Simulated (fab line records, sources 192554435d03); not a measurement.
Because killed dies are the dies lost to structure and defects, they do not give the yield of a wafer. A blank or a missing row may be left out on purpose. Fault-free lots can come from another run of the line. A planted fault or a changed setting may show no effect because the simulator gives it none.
Chamber matching    flow n5Finfet    N5_BEOL_M0_SAQP_STRIP_86 on rieDiel-04 has 4 sister chambers
The step strips in N2/H2. 4 wafers are shown with their chamber, then 10 later ones without.

EACH WAFER AND ITS CHAMBER
wafer   chamber  drypumpMotorCurrentA (A)
L078.1  3        6.0
L078.2  0        6.3
L078.6  1        6.2
L080.4  2        5.5

WAFERS MISSING THEIR CHAMBER
wafer   drypumpMotorCurrentA (A)
L080.5  6.4
L088.1  5.5
L088.3  6.2
L088.4  6.0
L094.2  6.2
L094.3  6.4
L094.6  6.1
L097.2  6.1
L097.3  5.5
L097.5  6.3

EACH ONE'S CHAMBER
wafer   from the rows above           in truth
L080.5  can't be placed: 0 or 1       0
L088.1  2                             2
L088.3  can't be placed: 1 or 0       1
L088.4  3                             3
L094.2  can't be placed: 1 or 0       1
L094.3  can't be placed: 0 or 1       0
L094.6  can't be placed: 3 or 1 or 0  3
L097.2  can't be placed: 3 or 1 or 0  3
L097.3  2                             2
L097.5  can't be placed: 0 or 1       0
3 of 10 placed correctly. Unplaceable from these rows: 7, with the true chamber sitting among the candidates in 7. Placed wrongly: 0.
How it was worked out, from the rows above alone: a wafer's distance from a chamber is the root of the sum, over the readings, of the square of ((its reading less the chamber's mean) divided by the reading's scatter). The wafer belongs to the nearest chamber; if the next one is less than 2 further off, it can't be placed. Each chamber's mean is taken over the wafers shown for it. The scatter: with one shown wafer a chamber, the root of the mean of the squares of how far each hidden wafer lies from its nearest shown one.
